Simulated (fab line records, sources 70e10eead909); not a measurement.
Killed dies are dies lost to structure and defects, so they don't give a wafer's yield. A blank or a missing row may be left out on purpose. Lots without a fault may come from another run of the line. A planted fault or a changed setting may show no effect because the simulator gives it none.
Which tool did it? | flow nand_harc | 12 lots, 36 wafers sampled, at 5 steps of a route of 1302

WHAT THE GAUGES READ, wafer by wafer
NHARC_A_WL_FILL_INSPECT_15. Usual: raw_defect_count 465, standard deviation 110.
lot  | measured     | on                | raw_defect_count | flag
L488 | day 21 18:31 | defect_inspect-01 | 459 439 421      |
L486 | day 21 18:32 | defect_inspect-02 | 613 432 358      |
L487 | day 21 23:27 | defect_inspect-02 | 510 585 462      |
L490 | day 22 18:12 | defect_inspect-02 | 345 558 653      |
L491 | day 22 23:09 | defect_inspect-01 | 394 550 351      |
L492 | day 23 11:44 | defect_inspect-02 | 672 460 831      |
L502 | day 28 22:39 | defect_inspect-02 | 512 364 378      |
L503 | day 29 05:28 | defect_inspect-02 | 284 437 505      |
L505 | day 29 12:02 | defect_inspect-02 | 315 378 330      |
L506 | day 29 12:05 | defect_inspect-02 | 483 416 457      |
L508 | day 29 23:59 | defect_inspect-01 | 543 426 519      |
L509 | day 30 11:50 | defect_inspect-02 | 518 391 428      |

NHARC_END_SORT_01. Usual: killed_at_array 61, standard deviation 24; killed_at_other 1.2, standard deviation 1.3; killed_at_periphery 3.7, standard deviation 2.6; killed_dies 66, standard deviation 23; killed_open 3.3, standard deviation 1.8; killed_short 2.4, standard deviation 1.6.
lot  | measured     | on        | killed_at_array | killed_at_other | killed_at_periphery | killed_dies | killed_open | killed_short | flag
L488 | day 25 07:01 | prober-01 | 39 46 48        | 0 1 0           | 11 8 6              | 50 55 54    | 3 3 4       | 3 4 4        |
L486 | day 25 13:59 | prober-01 | 16 22 24        | 0 1 4           | 1 4 3               | 17 27 31    | 2 4 3       | 1 4 3        |
L502 | day 32 06:49 | prober-02 | 70 75           | 0 0             | 3 6                 | 73 81       | 3 0         | 0 5          |
L503 | day 32 17:28 | prober-01 | 48 56 61        | 1 0 0           | 4 3 5               | 53 59 66    | 5 4 4       | 1 5 1        |
L505 | day 33 09:56 | prober-01 | 29 22 34        | 2 3 4           | 9 14 7              | 40 39 45    | 4 4 1       | 1 3 2        |
L506 | day 33 04:23 | prober-02 | 88 80 83        | 0 2 2           | 3 2 3               | 91 84 88    | 3 4 1       | 1 0 2        |

WHICH TOOL RAN EACH LOT (tool, then ch and the chambers of the sampled wafers, then the start)
lot  | NHARC_A_CONTACT_ETCH_49            | NHARC_A_CONTACT_ETCH_113             | NHARC_A_CONTACT_ETCH_114
L488 | rie_diel-04 ch 1,2,3, day 22 00:46 | har_cap_etch-03 ch 0,1, day 22 02:41 | har_cap_etch-03 ch 0,1, day 22 02:52
L486 | rie_diel-04 ch 0,1,2, day 22 02:30 | har_cap_etch-02 ch 0, day 22 04:33   | har_cap_etch-02 ch 0, day 22 04:43
L487 | rie_diel-03 ch 0,1, day 22 09:23   | har_cap_etch-01 ch 0,1, day 22 11:31 | har_cap_etch-01 ch 0,1, day 22 11:45
L490 | rie_diel-04 ch 0,1,2, day 23 01:40 | har_cap_etch-03 ch 0,1, day 23 03:42 | har_cap_etch-03 ch 0,1, day 23 03:52
L491 | rie_diel-02 ch 1,2,3, day 23 05:43 | har_cap_etch-02 ch 0,1, day 23 07:45 | har_cap_etch-02 ch 0,1, day 23 07:55
L492 | rie_diel-04 ch 1,2, day 23 21:40   | har_cap_etch-01 ch 0,1, day 23 23:41 | har_cap_etch-01 ch 0,1, day 23 23:51
L502 | rie_diel-04 ch 0,2, day 29 06:12   | har_cap_etch-03 ch 0,1, day 29 08:10 | har_cap_etch-03 ch 0,1, day 29 08:20
L503 | rie_diel-04 ch 0,1,2, day 29 12:18 | har_cap_etch-01 ch 0,1, day 29 14:18 | har_cap_etch-01 ch 0,1, day 29 14:28
L505 | rie_diel-03 ch 0,1,2, day 29 18:38 | har_cap_etch-01 ch 1, day 29 20:40   | har_cap_etch-01 ch 1, day 29 20:50
L506 | rie_diel-02 ch 1,2,3, day 29 20:08 | har_cap_etch-02 ch 0,1, day 29 22:08 | har_cap_etch-02 ch 0,1, day 29 22:19
L508 | rie_diel-03 ch 0,2,3, day 30 06:37 | har_cap_etch-02 ch 0,1, day 30 08:44 | har_cap_etch-02 ch 0,1, day 30 08:55
L509 | rie_diel-03 ch 0,1,2, day 30 20:58 | har_cap_etch-01 ch 0,1, day 30 23:00 | har_cap_etch-01 ch 0,1, day 30 23:10
- NHARC_A_CONTACT_ETCH_49: etches the open film in N2/H2, target depth 260 nm, time 475.3 s.
- NHARC_A_CONTACT_ETCH_113: etches the open film in C4F8/O2/Ar, time 190 s, target depth 1850 nm.
- NHARC_A_CONTACT_ETCH_114: etches the open film in C4F8/O2/Ar, time 190 s, target depth 1850 nm.

WHAT THE TOOLS THEMSELVES READ (means of the sampled wafers that have a number; where no wafer has one, the mark that the record gives instead)
NHARC_A_CONTACT_ETCH_49. Usual: drypump_motor_current_A 5.6 A, standard deviation 0.45; mfc_ar_sccm 0.009 sccm, standard deviation 0.0096; oes_product_au 0.995 a.u., standard deviation 0.015; rf_vpp_V 431.0 V, standard deviation 2.8; run_length_s 496.6 s, standard deviation 0.49; showerhead_plenum_p_Torr 2.06 Torr, standard deviation 0.1; throttle_valve_pct 14.172 %, standard deviation 0.0091.
lot  | tool        | drypump_motor_current_A (A) | mfc_ar_sccm (sccm) | oes_product_au (a.u.) | rf_vpp_V (V) | run_length_s (s) | showerhead_plenum_p_Torr (Torr) | throttle_valve_pct (%) | flag
L488 | rie_diel-04 | 5.5                         | 0.006              | 0.999                 | 431.3        | 496.7            | 2.07                            | 14.173                 |
L486 | rie_diel-04 | 6.0                         | 0.013              | 0.991                 | 431.4        | 496.8            | 2.06                            | 14.172                 |
L487 | rie_diel-03 | 5.4                         | 0.015              | 0.979                 | 434.5        | 496.6            | 2.20                            | 14.175                 |
L490 | rie_diel-04 | 6.0                         | 0.013              | 0.995                 | 431.4        | 496.8            | 2.06                            | 14.172                 |
L491 | rie_diel-02 | 5.6                         | 0.008              | 1.002                 | 432.4        | 496.8            | 2.11                            | 14.171                 |
L492 | rie_diel-04 | 6.0                         | 0.011              | 0.982                 | 433.1        | 496.4            | 2.13                            | 14.171                 |
L502 | rie_diel-04 | 5.9                         | 0.015              | 1.005                 | 429.7        | 451.1            | 1.99                            | 14.166                 | OFF
L503 | rie_diel-04 | 6.0                         | 0.013              | 0.997                 | 430.4        | 450.8            | 2.06                            | 14.185                 | OFF
L505 | rie_diel-03 | 5.5                         | 0.014              | 0.987                 | 433.0        | 496.5            | 2.13                            | 14.183                 |
L506 | rie_diel-02 | 5.5                         | 0.008              | 1.009                 | 431.9        | 496.9            | 2.09                            | 14.167                 |
L508 | rie_diel-03 | 5.4                         | 0.017              | 0.989                 | 430.2        | 496.1            | 2.07                            | 14.172                 |
L509 | rie_diel-03 | 5.5                         | 0.014              | 0.987                 | 433.2        | 496.6            | 2.13                            | 14.178                 |

THE ANSWER, worked out from the rows above alone
Rule: a lot is off if the mean of its wafers that have a number lies more than 3 standard deviations from the usual mean. A lot without any number at a reading at which 4 lots or more have one is off too. The other lots that the step has rows for count as sound. The gauges are gone through in route order, then the tools' own readings, and for those a lot's mean is taken as printed above. The first step at which some lot is off is used, and at that step the reading that is off furthest; a lot without a number counts as furthest.
Off: L502, L503, at NHARC_A_CONTACT_ETCH_49 (run_length_s).
A tool fits if, at that step or a process step before it, it ran every lot that is off, and no sound lot after the first of them. One fits: rie_diel-04 at NHARC_A_CONTACT_ETCH_49. Its last sound lot is L492 (day 23 21:40), its first lot that is off L502 (day 29 06:12): a fault that began between those two fits.
The tool's own readings at NHARC_A_CONTACT_ETCH_49 bear it out: on the lots that are off they differ by more than 5 times the standard deviation of the sound lots' means. run_length_s reads 451.0 s there against 496.6 s on the sound lots.

WHAT THE SIMULATOR HAD PUT IN
Process parameter drift: rie_diel-04, from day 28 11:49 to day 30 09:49, at NHARC_A_CONTACT_ETCH_49. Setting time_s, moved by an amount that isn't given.
Lots struck among those shown: L502, L503. The rule above found the same.
